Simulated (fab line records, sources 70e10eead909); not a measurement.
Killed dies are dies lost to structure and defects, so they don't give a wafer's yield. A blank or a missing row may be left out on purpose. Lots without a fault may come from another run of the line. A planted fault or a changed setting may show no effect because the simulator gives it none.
Which tool did it? | flow nand_harc | 24 lots, 72 wafers sampled, at 6 steps of a route of 1159

WHAT THE GAUGES READ, wafer by wafer
The record holds no reading of a measuring or inspecting step that can be judged against a usual standard deviation.

WHICH TOOL RAN EACH LOT (tool, then ch and the chambers of the sampled wafers, then the start)
lot  | NHARC_A_CHANNEL_FILL_D1_ETCHBACK_19 | NHARC_A_CHANNEL_FILL_D1_CMP_10 | NHARC_A_STAIRCASE_TRIM_20          | NHARC_A_STAIRCASE_TRIM_26                     | NHARC_A_STAIRCASE_ETCH_197                    | NHARC_A_STAIRCASE_TRIM_220
L074 | rie_si-03 ch 1,3, day 9 15:10       | cmp-04 ch 0,1,2, day 10 14:34  | rie_diel-08 ch 0,3, day 10 19:51   | rie_diel-08 ch 0,2, day 11 02:38 or earlier   | rie_diel-08 ch 0,1,3, day 11 02:38 or earlier | rie_diel-07 ch 0,1,3, day 11 02:38
L077 | rie_si-02 ch 0,3, day 10 06:13      | cmp-04 ch 0,1, day 11 05:37    | rie_diel-07 ch 0,1, day 11 10:25   | rie_diel-07 ch 2,3, day 11 18:59 or earlier   | rie_diel-08 ch 2,3, day 11 18:59 or earlier   | rie_diel-07 ch 2,3, day 11 18:59
L075 | rie_si-03 ch 0,2,3, day 10 06:14    | cmp-01 ch 0,1, day 11 05:38    | rie_diel-07 ch 0,1, day 11 10:49   | rie_diel-07 ch 0,1,3, day 11 19:36 or earlier | rie_diel-08 ch 0,3, day 11 19:36 or earlier   | rie_diel-07 ch 0,2,3, day 11 19:36
L076 | rie_si-02 ch 0,1,3, day 10 11:17    | cmp-04 ch 1,2, day 11 14:11    | rie_diel-02 ch 0,1,3, day 11 19:23 | rie_diel-02 ch 1,3, day 12 02:38 or earlier   | rie_diel-08 ch 1,2,3, day 12 02:38 or earlier | rie_diel-02 ch 0,1, day 12 02:38
L079 | rie_si-05 ch 2,3, day 10 19:23      | cmp-03 ch 1,2, day 11 18:35    | rie_diel-07 ch 0,1,3, day 12 01:50 | rie_diel-07 ch 0,1,2, day 12 08:59 or earlier | rie_diel-07 ch 0,1,3, day 12 08:59 or earlier | rie_diel-08 ch 0,3, day 12 08:59
L080 | rie_si-03 ch 0,1, day 10 19:23      | cmp-01 ch 0,1,2, day 11 18:37  | rie_diel-02 ch 0,1,3, day 11 23:52 | rie_diel-02 ch 1,3, day 12 07:08 or earlier   | rie_diel-07 ch 0,1,2, day 12 07:08 or earlier | rie_diel-07 ch 1,2, day 12 07:08
L078 | rie_si-03 ch 2,3, day 11 01:04      | cmp-03 ch 1,2,3, day 12 00:35  | rie_diel-02 ch 1,3, day 12 05:12   | rie_diel-02 ch 0,3, day 12 12:22 or earlier   | rie_diel-07 ch 2,3, day 12 12:22 or earlier   | rie_diel-08 ch 1,2, day 12 12:22
L081 | rie_si-03 ch 1,3, day 11 05:12      | cmp-04 ch 0,2,3, day 12 04:22  | rie_diel-02 ch 0,1,3, day 12 09:28 | rie_diel-02 ch 0,1, day 12 16:11 or earlier   | rie_diel-08 ch 2,3, day 12 16:11 or earlier   | rie_diel-07 ch 0,1,3, day 12 16:11
L082 | rie_si-03 ch 0,1,3, day 11 15:05    | cmp-03 ch 1,2, day 12 14:50    | rie_diel-02 ch 0,1,2, day 12 19:49 | rie_diel-02 ch 1,2,3, day 13 02:41 or earlier | rie_diel-02 ch 1,2, day 13 02:41 or earlier   | rie_diel-02 ch 0,3, day 13 02:41
L083 | rie_si-02 ch 1,2,3, day 11 15:06    | cmp-04 ch 0,2, day 12 14:46    | rie_diel-08 ch 0,2, day 12 19:31   | rie_diel-08 ch 0,2,3, day 13 02:29 or earlier | rie_diel-08 ch 0,2, day 13 02:29 or earlier   | rie_diel-02 ch 0,2,3, day 13 02:29
L085 | rie_si-02 ch 0,2, day 12 04:43      | cmp-03 ch 0,2,3, day 13 07:49  | rie_diel-02 ch 0,2,3, day 13 12:44 | rie_diel-02 ch 0,1,2, day 13 19:45 or earlier | rie_diel-02 ch 0,1, day 13 19:45 or earlier   | rie_diel-07 ch 1,2,3, day 13 19:45
L084 | rie_si-05 ch 1,2,3, day 12 04:43    | cmp-03 ch 1,3, day 13 04:00    | rie_diel-02 ch 0,1,3, day 13 08:53 | rie_diel-02 ch 0,1,2, day 13 15:25 or earlier | rie_diel-08 ch 1,2, day 13 15:25 or earlier   | rie_diel-07 ch 0,1, day 13 15:25
L087 | rie_si-05 ch 0,2, day 12 19:18      | cmp-01 ch 0,1,2, day 13 18:59  | rie_diel-02 ch 0,1, day 14 00:44   | rie_diel-02 ch 0,3, day 14 08:19 or earlier   | rie_diel-07 ch 0,1,2, day 14 08:19 or earlier | rie_diel-02 ch 0,2,3, day 14 08:19
L086 | rie_si-03 ch 1,2, day 12 19:19      | cmp-03 ch 0,2,3, day 13 18:57  | rie_diel-08 ch 0,1,2, day 14 00:40 | rie_diel-08 ch 0,1,2, day 14 06:56 or earlier | rie_diel-02 ch 0,2,3, day 14 06:56 or earlier | rie_diel-02 ch 0,2,3, day 14 06:56
L088 | rie_si-05 ch 1,2, day 13 00:21      | cmp-03 ch 0,2,3, day 13 23:41  | rie_diel-02 ch 0,1,3, day 14 04:39 | rie_diel-02 ch 0,1, day 14 12:16 or earlier   | rie_diel-07 ch 1,2,3, day 14 12:16 or earlier | rie_diel-02 ch 0,2, day 14 12:16
L089 | rie_si-02 ch 0,2,3, day 13 09:38    | cmp-03 ch 0,1,3, day 14 09:04  | rie_diel-02 ch 0,1,3, day 14 15:34 | rie_diel-07 ch 1,2,3, day 15 00:35 or earlier | rie_diel-07 ch 0,1,3, day 15 00:35 or earlier | rie_diel-07 ch 0,2, day 15 00:35
L090 | rie_si-03 ch 2,3, day 13 09:40      | cmp-04 ch 0,1, day 14 09:00    | rie_diel-07 ch 2,3, day 14 14:17   | rie_diel-07 ch 0,1,2, day 14 23:51 or earlier | rie_diel-07 ch 1,2, day 14 23:51 or earlier   | rie_diel-08 ch 0,2, day 14 23:51
L091 | rie_si-03 ch 1,2, day 13 21:06      | cmp-03 ch 0,2,3, day 14 20:16  | rie_diel-07 ch 0,3, day 15 01:32   | rie_diel-07 ch 0,2,3, day 15 08:06 or earlier | rie_diel-02 ch 0,1,2, day 15 08:06 or earlier | rie_diel-07 ch 1,2,3, day 15 08:06
L092 | rie_si-02 ch 0,1,3, day 13 21:07    | cmp-01 ch 1,2, day 14 20:15    | rie_diel-08 ch 2,3, day 15 01:19   | rie_diel-08 ch 0,1,2, day 15 09:38 or earlier | rie_diel-02 ch 0,1,2, day 15 09:38 or earlier | rie_diel-08 ch 0,1,3, day 15 09:38
L093 | rie_si-05 ch 0,1,2, day 14 07:41    | cmp-03 ch 0,1,2, day 15 06:52  | rie_diel-08 ch 1,3, day 15 11:40   | rie_diel-08 ch 0,2,3, day 15 18:07 or earlier | rie_diel-02 ch 1,2,3, day 15 18:07 or earlier | rie_diel-07 ch 0,2,3, day 15 18:07
L094 | rie_si-02 ch 0,1,3, day 14 13:08    | cmp-01 ch 0,1,3, day 15 15:22  | rie_diel-08 ch 1,2,3, day 15 20:20 | rie_diel-08 ch 0,3, day 16 02:53 or earlier   | rie_diel-08 ch 0,1, day 16 02:53 or earlier   | rie_diel-07 ch 1,2, day 16 02:53
L097 | rie_si-05 ch 1,2,3, day 14 19:45    | cmp-04 ch 0,1, day 15 18:50    | rie_diel-02 ch 0,1,2, day 16 00:19 | rie_diel-02 ch 1,2,3, day 16 07:53 or earlier | rie_diel-02 ch 0,1,3, day 16 07:53 or earlier | rie_diel-08 ch 2,3, day 16 07:53
L095 | rie_si-02 ch 0,1,2, day 14 19:46    | cmp-01 ch 0,2,3, day 15 18:53  | rie_diel-02 ch 1,2,3, day 15 23:46 | rie_diel-02 ch 0,1, day 16 07:31 or earlier   | rie_diel-08 ch 0,1,3, day 16 07:31 or earlier | rie_diel-08 ch 2,3, day 16 07:31
L096 | rie_si-02 ch 0,1,3, day 15 01:14    | cmp-04 ch 0,1,3, day 16 01:53  | rie_diel-02 ch 0,2,3, day 16 06:41 | rie_diel-02 ch 1,2,3, day 16 14:43 or earlier | rie_diel-07 ch 0,2,3, day 16 14:43 or earlier | rie_diel-07 ch 0,2,3, day 16 14:43
- NHARC_A_CHANNEL_FILL_D1_ETCHBACK_19: etches the open film in HBr/Cl2, target depth 5 nm, time 1.7 s.
- NHARC_A_CHANNEL_FILL_D1_CMP_10: polishes, target thk 150 nm.
- NHARC_A_STAIRCASE_TRIM_20: chemistry O2, time 211.2 s.
- NHARC_A_STAIRCASE_TRIM_26: chemistry O2, time 211.2 s.
- NHARC_A_STAIRCASE_ETCH_197: etches the open film in C4F8/O2, target depth 100 nm, time 40.5 s.
- NHARC_A_STAIRCASE_TRIM_220: chemistry O2, time 211.2 s.

WHAT THE TOOLS THEMSELVES READ (means of the sampled wafers that have a number; where no wafer has one, the mark that the record gives instead)
NHARC_A_CHANNEL_FILL_D1_ETCHBACK_19. Usual: drypump_motor_current_A 5.6 A, standard deviation 0.45; oes_product_au 0.998 a.u., standard deviation 0.0072; throttle_valve_pct 26.405 %, standard deviation 0.0089.
lot  | tool      | drypump_motor_current_A (A) | oes_product_au (a.u.) | throttle_valve_pct (%) | flag
L074 | rie_si-03 | 5.6                         | 1.001                 | 26.407                 |
L077 | rie_si-02 | 6.1                         | 1.000                 | 26.410                 |
L075 | rie_si-03 | 5.4                         | 0.999                 | 26.400                 |
L076 | rie_si-02 | 5.6                         | 0.992                 | 26.403                 |
L079 | rie_si-05 | 5.6                         | 1.001                 | 26.403                 |
L080 | rie_si-03 | 5.9                         | 1.002                 | 26.402                 |
L078 | rie_si-03 | 5.3                         | 0.995                 | 26.407                 |
L081 | rie_si-03 | 5.6                         | 1.005                 | 26.409                 |
L082 | rie_si-03 | 5.6                         | 1.002                 | 26.405                 |
L083 | rie_si-02 | 5.8                         | 0.996                 | 26.405                 |
L085 | rie_si-02 | 6.1                         | 0.992                 | 26.398                 |
L084 | rie_si-05 | 5.3                         | 1.001                 | 26.408                 |
L087 | rie_si-05 | 5.5                         | 0.991                 | 26.404                 |
L086 | rie_si-03 | 5.6                         | 0.990                 | 26.408                 |
L088 | rie_si-05 | 5.2                         | 0.998                 | 26.418                 |
L089 | rie_si-02 | 6.1                         | 0.998                 | 26.404                 |
L090 | rie_si-03 | 5.3                         | 1.000                 | 26.411                 |
L091 | rie_si-03 | 5.7                         | 0.993                 | 26.411                 |
L092 | rie_si-02 | 5.6                         | 0.996                 | 26.409                 |
L093 | rie_si-05 | 5.3                         | 1.013                 | 26.406                 |
L094 | rie_si-02 | 5.6                         | 0.997                 | 26.412                 |
L097 | rie_si-05 | 5.3                         | 1.004                 | 26.401                 |
L095 | rie_si-02 | 5.7                         | 0.992                 | 26.395                 |
L096 | rie_si-02 | 5.6                         | 0.989                 | 26.409                 |

NHARC_A_CHANNEL_FILL_D1_CMP_10. Usual: motor_current_A 12.2 A, standard deviation 1.3; time_to_endpoint_s 14.5 s, standard deviation 2.2.
lot  | tool   | motor_current_A (A) | time_to_endpoint_s (s) | flag
L074 | cmp-04 | 13.4                | 17.6                   |
L077 | cmp-04 | 13.4                | 14.8                   |
L075 | cmp-01 | 11.4                | 17.1                   |
L076 | cmp-04 | 13.9                | 14.0                   |
L079 | cmp-03 | 12.4                | 13.7                   |
L080 | cmp-01 | 11.1                | 13.9                   |
L078 | cmp-03 | 12.1                | 13.9                   |
L081 | cmp-04 | 12.0                | 15.3                   |
L082 | cmp-03 | 12.2                | 13.5                   |
L083 | cmp-04 | 12.2                | 13.4                   |
L085 | cmp-03 | 12.1                | 11.4                   |
L084 | cmp-03 | 12.8                | 11.6                   |
L087 | cmp-01 | 11.3                | 15.1                   |
L086 | cmp-03 | 12.1                | 12.1                   |
L088 | cmp-03 | 12.1                | 11.5                   |
L089 | cmp-03 | 13.0                | 13.3                   |
L090 | cmp-04 | 13.6                | 16.6                   |
L091 | cmp-03 | 11.9                | 15.5                   |
L092 | cmp-01 | 10.5                | 15.8                   |
L093 | cmp-03 | 12.6                | 12.9                   |
L094 | cmp-01 | 11.3                | 18.0                   |
L097 | cmp-04 | 12.2                | 15.8                   |
L095 | cmp-01 | 11.4                | 18.7                   |
L096 | cmp-04 | 11.8                | 14.7                   |

NHARC_A_STAIRCASE_TRIM_20. Usual: drypump_motor_current_A 5.6 A, standard deviation 0.52; oes_product_au 0.999 a.u., standard deviation 0.0084; rf_vpp_V 58.0 V, standard deviation 0.9; showerhead_plenum_p_Torr 3.58 Torr, standard deviation 0.17; throttle_valve_pct 17.037 %, standard deviation 0.0091.
lot  | tool        | drypump_motor_current_A (A) | oes_product_au (a.u.) | rf_vpp_V (V) | showerhead_plenum_p_Torr (Torr) | throttle_valve_pct (%) | flag
L074 | rie_diel-08 | 6.3                         | 1.002                 | 57.4         | 3.65                            | 17.037                 |
L077 | rie_diel-07 | 4.8                         | 1.003                 | 59.4         | 3.74                            | 17.032                 |
L075 | rie_diel-07 | 4.8                         | 1.002                 | 58.4         | 3.66                            | 17.029                 |
L076 | rie_diel-02 | 5.5                         | 0.994                 | 58.6         | 3.57                            | 17.036                 |
L079 | rie_diel-07 | 5.1                         | 0.998                 | 57.8         | 3.57                            | 17.049                 |
L080 | rie_diel-02 | 5.5                         | 1.005                 | 58.4         | 3.57                            | 17.040                 |
L078 | rie_diel-02 | 5.4                         | 0.998                 | 57.1         | 3.40                            | 17.035                 |
L081 | rie_diel-02 | 5.5                         | 0.999                 | 58.0         | 3.57                            | 17.049                 |
L082 | rie_diel-02 | 5.8                         | 0.999                 | 58.3         | 3.66                            | 17.026                 |
L083 | rie_diel-08 | 6.0                         | 0.991                 | 57.9         | 3.54                            | 17.040                 |
L085 | rie_diel-02 | 5.8                         | 1.000                 | 58.4         | 3.54                            | 17.041                 |
L084 | rie_diel-02 | 5.5                         | 0.989                 | 57.7         | 3.56                            | 17.040                 |
L087 | rie_diel-02 | 5.6                         | 1.005                 | 58.5         | 3.72                            | 17.037                 |
L086 | rie_diel-08 | 6.3                         | 0.998                 | 57.5         | 3.52                            | 17.035                 |
L088 | rie_diel-02 | 5.5                         | 0.999                 | 57.9         | 3.56                            | 17.037                 |
L089 | rie_diel-02 | 5.5                         | 0.997                 | 57.8         | 3.55                            | 17.034                 |
L090 | rie_diel-07 | 5.3                         | 0.987                 | 57.6         | 3.47                            | 17.036                 |
L091 | rie_diel-07 | 5.1                         | 1.004                 | 58.0         | 3.63                            | 17.036                 |
L092 | rie_diel-08 | 6.3                         | 1.007                 | 57.4         | 3.41                            | 17.038                 |
L093 | rie_diel-08 | 6.4                         | 1.009                 | 58.2         | 3.61                            | 17.036                 |
L094 | rie_diel-08 | 6.4                         | 1.015                 | 57.6         | 3.50                            | 17.036                 |
L097 | rie_diel-02 | 5.8                         | 0.997                 | 57.8         | 3.65                            | 17.030                 |
L095 | rie_diel-02 | 5.7                         | 0.999                 | 57.3         | 3.66                            | 17.032                 |
L096 | rie_diel-02 | 5.8                         | 0.991                 | 58.5         | 3.71                            | 17.045                 |

NHARC_A_STAIRCASE_TRIM_26. Usual: drypump_motor_current_A 5.6 A, standard deviation 0.52; oes_product_au 0.999 a.u., standard deviation 0.007; rf_vpp_V 57.8 V, standard deviation 0.94; showerhead_plenum_p_Torr 3.58 Torr, standard deviation 0.17; throttle_valve_pct 17.036 %, standard deviation 0.0085.
lot  | tool        | drypump_motor_current_A (A) | oes_product_au (a.u.) | rf_vpp_V (V) | showerhead_plenum_p_Torr (Torr) | throttle_valve_pct (%) | flag
L074 | rie_diel-08 | 6.1                         | 0.991                 | 57.7         | 3.55                            | 17.039                 |
L077 | rie_diel-07 | 5.6                         | 0.999                 | 57.5         | 3.41                            | 17.039                 |
L075 | rie_diel-07 | 5.1                         | 0.998                 | 57.7         | 3.58                            | 17.033                 |
L076 | rie_diel-02 | 5.3                         | 1.001                 | 57.3         | 3.52                            | 17.038                 |
L079 | rie_diel-07 | 4.9                         | 0.997                 | 58.8         | 3.65                            | 17.036                 |
L080 | rie_diel-02 | 5.3                         | 1.006                 | 57.3         | 3.52                            | 17.034                 |
L078 | rie_diel-02 | 5.6                         | 0.996                 | 57.7         | 3.62                            | 17.045                 |
L081 | rie_diel-02 | 5.4                         | 0.992                 | 58.4         | 3.68                            | 17.035                 |
L082 | rie_diel-02 | 5.7                         | 0.990                 | 57.6         | 3.49                            | 17.040                 |
L083 | rie_diel-08 | 6.2                         | 1.002                 | 57.4         | 3.53                            | 17.038                 |
L085 | rie_diel-02 | 5.8                         | 0.993                 | 58.1         | 3.65                            | 17.037                 |
L084 | rie_diel-02 | 5.7                         | 1.004                 | 57.8         | 3.65                            | 17.044                 |
L087 | rie_diel-02 | 5.6                         | 1.002                 | 58.1         | 3.61                            | 17.033                 |
L086 | rie_diel-08 | 6.3                         | 1.006                 | 58.3         | 3.52                            | 17.036                 |
L088 | rie_diel-02 | 5.6                         | 0.998                 | 58.3         | 3.72                            | 17.037                 |
L089 | rie_diel-07 | 5.2                         | 0.992                 | 57.7         | 3.48                            | 17.029                 |
L090 | rie_diel-07 | 4.9                         | 1.001                 | 58.2         | 3.64                            | 17.040                 |
L091 | rie_diel-07 | 5.2                         | 1.002                 | 57.0         | 3.55                            | 17.033                 |
L092 | rie_diel-08 | 6.2                         | 0.999                 | 57.1         | 3.52                            | 17.030                 |
L093 | rie_diel-08 | 6.2                         | 1.014                 | 57.1         | 3.52                            | 17.034                 |
L094 | rie_diel-08 | 6.1                         | 1.000                 | 57.6         | 3.63                            | 17.042                 |
L097 | rie_diel-02 | 5.6                         | 1.001                 | 58.0         | 3.65                            | 17.034                 |
L095 | rie_diel-02 | 5.4                         | 0.999                 | 58.2         | 3.66                            | 17.045                 |
L096 | rie_diel-02 | 5.7                         | 0.996                 | 58.1         | 3.65                            | 17.044                 |

NHARC_A_STAIRCASE_ETCH_197. Usual: oes_product_au 0.954 a.u., standard deviation 0.015; rf_vpp_V 898 V, standard deviation 5.3.
lot  | tool        | oes_product_au (a.u.) | rf_vpp_V (V) | flag
L074 | rie_diel-08 | 0.976                 | 900          |
L077 | rie_diel-08 | 0.979                 | 895          |
L075 | rie_diel-08 | 0.949                 | 900          |
L076 | rie_diel-08 | 0.955                 | 896          |
L079 | rie_diel-07 | 0.954                 | 898          |
L080 | rie_diel-07 | 0.949                 | 901          |
L078 | rie_diel-07 | 0.953                 | 891          |
L081 | rie_diel-08 | 0.968                 | 896          |
L082 | rie_diel-02 | 0.975                 | 899          |
L083 | rie_diel-08 | 0.937                 | 897          |
L085 | rie_diel-02 | 0.937                 | 903          |
L084 | rie_diel-08 | 0.954                 | 896          |
L087 | rie_diel-07 | 0.934                 | 900          |
L086 | rie_diel-02 | 0.938                 | 896          |
L088 | rie_diel-07 | 0.970                 | 894          |
L089 | rie_diel-07 | 0.935                 | 896          |
L090 | rie_diel-07 | 0.953                 | 897          |
L091 | rie_diel-02 | 0.957                 | 900          |
L092 | rie_diel-02 | 0.960                 | 901          |
L093 | rie_diel-02 | 0.944                 | 901          |
L094 | rie_diel-08 | 0.926                 | 900          |
L097 | rie_diel-02 | 0.965                 | 904          |
L095 | rie_diel-08 | 0.978                 | 899          |
L096 | rie_diel-07 | 0.968                 | 897          |

NHARC_A_STAIRCASE_TRIM_220. Usual: drypump_motor_current_A 5.5 A, standard deviation 0.6; oes_product_au 1.000 a.u., standard deviation 0.0066; rf_vpp_V 57.9 V, standard deviation 0.97; showerhead_plenum_p_Torr 3.56 Torr, standard deviation 0.16; throttle_valve_pct 17.036 %, standard deviation 0.0092.
lot  | tool        | drypump_motor_current_A (A) | oes_product_au (a.u.) | rf_vpp_V (V) | showerhead_plenum_p_Torr (Torr) | throttle_valve_pct (%) | flag
L074 | rie_diel-07 | 5.1                         | 1.001                 | 57.4         | 3.58                            | 17.039                 |
L077 | rie_diel-07 | 5.3                         | 1.006                 | 57.6         | 3.48                            | 17.036                 |
L075 | rie_diel-07 | 5.2                         | 1.004                 | 58.6         | 3.56                            | 17.035                 |
L076 | rie_diel-02 | 5.4                         | 1.000                 | 58.6         | 3.68                            | 17.034                 |
L079 | rie_diel-08 | 6.1                         | 0.999                 | 58.8         | 3.64                            | 17.035                 |
L080 | rie_diel-07 | 4.9                         | 1.003                 | 58.7         | 3.57                            | 17.044                 |
L078 | rie_diel-08 | 6.4                         | 1.002                 | 57.5         | 3.52                            | 17.033                 |
L081 | rie_diel-07 | 5.1                         | 1.010                 | 57.7         | 3.57                            | 17.042                 |
L082 | rie_diel-02 | 5.6                         | 1.001                 | 58.3         | 3.62                            | 17.039                 |
L083 | rie_diel-02 | 5.8                         | 0.999                 | 57.5         | 3.55                            | 17.045                 |
L085 | rie_diel-07 | 5.2                         | 0.997                 | 57.8         | 3.48                            | 17.037                 |
L084 | rie_diel-07 | 4.8                         | 0.994                 | 59.1         | 3.65                            | 17.034                 |
L087 | rie_diel-02 | 5.8                         | 0.995                 | 57.6         | 3.54                            | 17.031                 |
L086 | rie_diel-02 | 5.8                         | 0.996                 | 57.3         | 3.54                            | 17.028                 |
L088 | rie_diel-02 | 6.1                         | 0.995                 | 59.0         | 3.63                            | 17.035                 |
L089 | rie_diel-07 | 4.9                         | 0.997                 | 58.2         | 3.71                            | 17.030                 |
L090 | rie_diel-08 | 6.1                         | 0.998                 | 57.9         | 3.53                            | 17.041                 |
L091 | rie_diel-07 | 5.2                         | 0.998                 | 57.2         | 3.47                            | 17.042                 |
L092 | rie_diel-08 | 6.3                         | 1.009                 | 57.5         | 3.62                            | 17.039                 |
L093 | rie_diel-07 | 5.2                         | 1.004                 | 58.5         | 3.54                            | 17.038                 |
L094 | rie_diel-07 | 5.0                         | 0.997                 | 57.3         | 3.55                            | 17.026                 |
L097 | rie_diel-08 | 6.3                         | 1.009                 | 57.7         | 3.40                            | 17.041                 |
L095 | rie_diel-08 | 6.3                         | 1.004                 | 57.8         | 3.40                            | 17.042                 |
L096 | rie_diel-07 | 5.2                         | 1.001                 | 58.7         | 3.54                            | 17.033                 |

THE ANSWER, worked out from the rows above alone
Rule: a lot is off if the mean of its wafers that have a number lies more than 3 standard deviations from the usual mean. A lot without any number at a reading at which 4 lots or more have one is off too. The other lots that the step has rows for count as sound. The gauges are gone through in route order, then the tools' own readings, and for those a lot's mean is taken as printed above. The first step at which some lot is off is used, and at that step the reading that is off furthest; a lot without a number counts as furthest.
No lot is off at any reading shown: from this, nothing can be told.

WHAT THE SIMULATOR HAD PUT IN
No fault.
